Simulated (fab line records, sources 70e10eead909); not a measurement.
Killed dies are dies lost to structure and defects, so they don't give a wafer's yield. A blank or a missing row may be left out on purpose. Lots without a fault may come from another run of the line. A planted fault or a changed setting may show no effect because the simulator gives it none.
fab line records | flow nand_harc
record lots=14 wafers=42 last_day=24
route steps=1159 shown P_M0@273 P_M1@293
lots that met no fault: from a run of the same line without faults
start_h: hours from the record's first day to the start of the lot's first wafer shown | wait_h: hours since the lot's step before | " the same as in the row above | L1.1+2: a row that stands for several wafers | - no value, or no start given | * or withheld: withheld | < > ~ a bound
route shown NAME@n: a module of which the file shows steps, and the number in the route of the first | usual: mean/standard deviation of fault-free wafers | same: alike in all rows | chamber/n: place in a boat | sites: the reading at each site | _std_site: their standard deviation | _edge_site: outer sites' mean less inner sites' | radius_mm: how far each site lies from the wafer's centre | mask NAME#n: copy n | behind: the tool/chamber that last shaped the wafer | hold: why the lot was held/for how many hours/how that ended | device: the transistor (n, p or np) that didn't switch | end of line: the same wafers' tests at the end of the route | a step without rows: its recipe alone | killed: dies lost to structure and defects at the first sort, not the wafer's yield | map: a wafer's dies, x killed, . not, _ none there
set.NAME: the setting as run; set.NAME@STEP: as run at that earlier step | model.NAME: the simulator's own value behind a step, which no gauge read
steps of the route over a sample of lots; a table a step, a row a wafer
services: from which hour (start_h, from the record's first day; less than 0 if before it) a tool's chamber was out of use, for how many hours, and why
## steps
# step NHARC_P_M0_PRE_CLEAN_29
# recipe time_s=30 temp_c=280 gas=H2/He
# usual heater_power_w=398/32
# columns lot.wafer tool chamber start_h wait_h heater_power_w
L870.3 pvd_sputter-01 - - - 458
L870.2 " - " " 434
L870.5 " - " " 410
L871.2 pvd_sputter-03 - - - 376
L871.3 " - " " 396
L871.5 " - " " 378
L869.2 pvd_sputter-03 - - - 375
L869.3 " - " " 369
L869.5 " - " " 378
L872.3 pvd_sputter-02 - - - 372
L872.4 " - " " 427
L872.5 " - " " 399
L873.1 pvd_sputter-01 - - - 458
L873.4 " - " " 383
L873.6 " - " " 452
L874.1 pvd_sputter-02 - - - 429
L874.5 " - " " 372
L874.6 " - " " 440
L875.4 pvd_sputter-03 - - - 367
L875.2 " - " " 374
L875.6 " - " " 375
L876.1 pvd_sputter-01 - - - 373
L876.3 " - " " 436
L876.4 " - " " 475
L877.3 pvd_sputter-02 - - - 416
L877.2 " - " " 375
L877.1 " - " " 426
L878.3 pvd_sputter-03 - - - 358
L878.1 " - " " 395
L878.6 " - " " 376
L881.1 pvd_sputter-02 - - - 424
L881.3 " - " " 361
L881.5 " - " " 415
L884.3 pvd_sputter-03 - - - 381
L884.2 " - " " 363
L884.4 " - " " 377
L883.4 pvd_sputter-01 - - - 425
L883.3 " - " " 476
L883.1 " - " " 419
L887.3 pvd_sputter-02 - - - 375
L887.1 " - " " 400
L887.2 " - " " 378
# step NHARC_P_M1_PEB_07
# recipe peb_temp_c=100 peb_time_s=65
# columns lot.wafer tool chamber start_h wait_h
L870.2+3+5 litho_track-06 0 136.74 0.1
L871.2+3+5 litho_track-04 0 137.71 0.1
L869.2+3+5 litho_track-01 0 144.45 0.1
L872.3+4+5 litho_track-01 0 150.32 0.0
L873.1+4+6 litho_track-06 0 156.05 0.1
L874.1+5+6 litho_track-06 0 161.45 0.1
L875.2+4+6 litho_track-01 0 171.69 0.1
L876.1+3+4 litho_track-01 0 176.09 0.1
L877.1+2+3 litho_track-04 0 176.95 0.1
L878.1+3+6 litho_track-06 0 189.48 0.1
L881.1+3+5 litho_track-04 0 201.56 0.1
L884.2+3+4 litho_track-06 0 218.72 0.1
L883.1+3+4 litho_track-04 0 219.41 0.1
L887.1+2+3 litho_track-04 0 237.14 0.1
# step NHARC_P_M1_CD_MEAS_09
# recipe target_cd_nm=130 landing_energy_ev=500
# usual cd_nm=130.1/0.56
# columns lot.wafer tool chamber start_h wait_h cd_nm
L870.2 cd_sem-01 0 136.82 - 130.4
L870.3 " 0 " " 130.9
L870.5 " 0 " " 129.7
L871.2 cd_sem-02 0 137.79 - 130.6
L871.3 " 0 " " 130.1
L871.5 " 0 " " 130.5
L869.2 cd_sem-01 0 144.53 - 129.5
L869.3 " 0 " " 129.9
L869.5 " 0 " " 130.8
L872.3 cd_sem-02 0 150.41 - 130.0
L872.4 " 0 " " 129.7
L872.5 " 0 " " 130.3
L873.1 cd_sem-02 0 156.13 - 130.1
L873.4 " 0 " " 130.9
L873.6 " 0 " " 130.6
L874.1 cd_sem-03 0 161.53 - 130.2
L874.5 " 0 " " 131.0
L874.6 " 0 " " 130.2
L875.2 cd_sem-01 0 171.77 - 130.2
L875.4 " 0 " " 130.7
L875.6 " 0 " " 129.4
L876.1 cd_sem-01 0 176.17 - 130.4
L876.3 " 0 " " 130.5
L876.4 " 0 " " 130.0
L877.1 cd_sem-02 0 177.03 - 130.0
L877.2 " 0 " " 129.4
L877.3 " 0 " " 129.6
L878.1 cd_sem-03 0 189.56 - 130.5
L878.3 " 0 " " 130.4
L878.6 " 0 " " 129.7
L881.1 cd_sem-02 0 201.64 - 130.2
L881.3 " 0 " " 130.1
L881.5 " 0 " " 130.6
L884.2 cd_sem-01 0 218.80 - 129.3
L884.3 " 0 " " 129.0
L884.4 " 0 " " 128.3
L883.1 cd_sem-01 0 219.49 - 130.2
L883.3 " 0 " " 145.6
L883.4 " 0 " " 130.5
L887.1 cd_sem-03 0 237.22 - 130.8
L887.2 " 0 " " 130.2
L887.3 " 0 " " 146.5
# step NHARC_P_M1_DESCUM_14
# recipe time_s=3 o2_flow_sccm=200 ar_flow_sccm=0 bias_power_w=0 chemistry=O2
# usual drypump_motor_current_A=5.6/0.47 oes_product_au=1.001/0.01 rf_vpp_V=57.7/0.91 showerhead_plenum_p_Torr=1.92/0.07 throttle_valve_pct=11.311/0.0086
# columns lot.wafer tool chamber start_h wait_h drypump_motor_current_A oes_product_au rf_hours_counter_h rf_vpp_V showerhead_plenum_p_Torr throttle_valve_pct
L870.3 rie_diel-09 2 137.01 0.1 5.3 0.997 1 58.1 2.06 11.319
L870.2 " 3 " " 5.9 0.986 1 57.2 1.84 11.309
L870.5 " 1 " " 5.6 0.987 - 58.4 1.97 11.313
L871.2 rie_diel-07 1 138.00 0.1 5.4 1.010 5 57.3 1.94 11.309
L871.3 " 3 " " 5.2 1.005 6 56.8 1.82 11.301
L871.5 " 1 " " 5.4 1.007 - 55.4 1.95 11.302
L869.3 rie_diel-05 0 144.71 0.1 5.8 1.001 9 57.9 1.85 11.317
L869.2 " 2 " " 6.4 1.001 10 59.5 1.92 11.294
L869.5 " 0 " " 5.8 1.001 - 57.5 1.85 11.306
L872.4 rie_diel-07 3 150.59 0.1 5.2 1.003 7 57.5 1.82 11.312
L872.3 " 1 " " 5.4 1.013 6 58.0 1.95 11.313
L872.5 " 3 " " 5.2 1.013 - 57.4 1.82 11.316
L873.4 rie_diel-05 3 156.33 0.1 5.8 0.995 10 59.5 1.89 11.286
L873.1 " 0 " " 5.7 1.004 10 57.1 1.85 11.320
L873.6 " 2 " " 6.4 1.014 - 57.9 1.92 11.304
L874.1 rie_diel-07 3 161.72 0.1 5.2 1.001 7 57.1 1.82 11.299
L874.6 " 3 " " 5.2 0.995 - 55.7 1.82 11.304
L874.5 " 0 " " 5.1 1.010 - 56.9 2.00 11.302
L875.2 rie_diel-09 1 171.95 0.1 5.6 0.998 2 58.1 1.97 11.318
L875.4 " 3 " " 5.9 0.991 - 56.1 1.84 11.315
L875.6 " 0 " " 5.2 0.995 - 56.8 1.87 11.288
L876.1 rie_diel-09 3 176.35 0.1 5.9 0.997 2 56.6 1.84 11.312
L876.3 " 1 " " 5.6 0.999 2 58.4 1.97 11.309
L876.4 " 1 " " 5.7 0.998 - 57.6 1.97 11.319
L877.3 rie_diel-05 2 177.22 0.1 6.5 1.001 0 58.0 1.92 11.307
L877.1 " 3 " " 5.7 0.998 0 56.9 1.89 11.311
L877.2 " 0 " " 5.7 0.998 0 57.3 1.85 11.308
L878.3 rie_diel-07 0 189.75 0.1 5.1 1.009 10 57.6 2.00 11.317
L878.1 " 2 " " 5.4 0.986 9 57.5 1.97 11.312
L878.6 " 3 " " 5.2 1.002 - 55.8 1.82 11.313
L881.3 rie_diel-07 2 201.84 0.1 5.4 1.009 9 58.6 1.97 11.302
L881.1 " 3 " " 5.2 1.009 10 59.1 1.82 11.298
L881.5 " 0 " " 5.1 1.019 - 57.1 2.00 11.296
L884.4 rie_diel-09 3 218.99 0.1 5.9 0.993 3 58.1 1.84 11.321
L884.2 " 0 " " 5.2 0.996 3 57.7 1.87 11.292
L884.3 " 2 " " 5.3 0.998 2 59.3 2.06 11.302
L883.3 rie_diel-09 1 219.67 0.1 5.6 0.985 3 56.7 1.97 11.315
L883.1 " 3 " " 5.9 0.999 3 57.1 1.83 11.319
L883.4 " 0 " " 5.2 0.996 3 56.8 1.87 11.301
L887.2 rie_diel-07 3 237.41 0.1 5.2 1.002 0 57.3 1.82 11.324
L887.3 " 1 " " 5.4 1.016 0 58.6 1.94 11.303
L887.1 " 2 " " 5.4 1.007 0 57.4 1.97 11.320
# step NHARC_P_M1_DEGAS_29
# recipe temp_c=250 time_s=60
# usual heater_power_w=325/25
# columns lot.wafer tool chamber start_h wait_h heater_power_w
L870.3 pvd_sputter-02 - 138.06 - 337
L870.2 " - " " 296
L870.5 " - " " 302
L871.3 pvd_sputter-02 - 139.00 - 308
L871.2 " - " " 298
L871.5 " - " " 347
L869.3 pvd_sputter-02 - 145.74 - 343
L869.2 " - " " 356
L869.5 " - " " 308
L872.3 pvd_sputter-03 - 151.63 - 306
L872.4 " - " " 321
L872.5 " - " " 312
L873.1 pvd_sputter-02 - 157.34 - 293
L873.4 " - " " 336
L873.6 " - " " 350
L874.1 pvd_sputter-02 - 162.90 - 308
L874.5 " - " " 328
L874.6 " - " " 295
L875.4 pvd_sputter-03 - 173.28 - 304
L875.2 " - " " 293
L875.6 " - " " 295
L876.1 pvd_sputter-02 - 177.41 - 340
L876.3 " - " " 298
L876.4 " - " " 305
L877.1 pvd_sputter-02 - 178.30 - 300
L877.3 " - " " 347
L877.2 " - " " 295
L878.3 pvd_sputter-03 - 190.77 - 330
L878.1 " - " " 310
L878.6 " - " " 307
L881.1 pvd_sputter-03 - 202.90 - 306
L881.3 " - " " 294
L881.5 " - " " 315
L884.2 pvd_sputter-01 - 220.01 - 378
L884.4 " - " " 354
L884.3 " - " " 307
L883.3 pvd_sputter-03 - 220.72 - 309
L883.4 " - " " 296
L883.1 " - " " 300
L887.3 pvd_sputter-01 - 238.47 - 306
L887.2 " - " " 393
L887.1 " - " " 350
## services
# columns tool chamber start_h hours kind
litho_track-06 - 117.00 7.0 pm
rie_diel-07 0 133.70 - clean
rie_diel-07 1 133.70 - clean
rie_diel-07 2 133.70 - clean
rie_diel-07 3 133.70 - clean
rie_diel-09 0 137.65 13.1 repair
litho_track-04 - 141.00 7.0 pm
pvd_sputter-02 - 149.12 3.9 repair
pvd_sputter-01 - 158.00 10.0 pm
pvd_sputter-03 - 158.16 9.6 repair
rie_diel-07 0 158.20 - clean
rie_diel-07 1 158.20 - clean
rie_diel-07 2 158.20 - clean
rie_diel-07 3 158.20 - clean
rie_diel-05 - 163.60 9.0 pm
rie_diel-09 2 171.03 30.0 repair
rie_diel-07 0 182.70 - clean
rie_diel-07 1 182.70 - clean
rie_diel-07 2 182.70 - clean
pvd_sputter-01 - 193.70 1.8 repair
rie_diel-09 3 201.08 7.2 repair
pvd_sputter-03 - 212.05 2.9 repair
pvd_sputter-02 - 215.38 10.0 pm
rie_diel-07 - 228.20 9.0 pm
## key
first_sign step=NHARC_P_M1_CD_MEAS_09 reading=cd_nm direction=up sigmas=28 usual=130.1 struck=146.0
effect none on later readings
met_at NHARC_P_M1_PEB_07
struck_lots L883,L887
struck_wafers L883.3,L887.3
sort_left_out L883.3,L887.3
not_acting_at NHARC_P_M0_PRE_CLEAN_29,NHARC_P_M1_DESCUM_14,NHARC_P_M1_DEGAS_29
onset_between 201.56 219.41
fault kind=process_parameter_drift tool=litho_track-04 chamber=- onset_h=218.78 steps=NHARC_P_M1_PEB_07 channel=peb_time_s offset=* shape=step end_h=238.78 scope=struck_wafers_only acts_in=* stated=*
# sort_left_out: the simulated sort isn't trusted on such a fault, so these wafers' sort isn't shown, and their yield isn't known
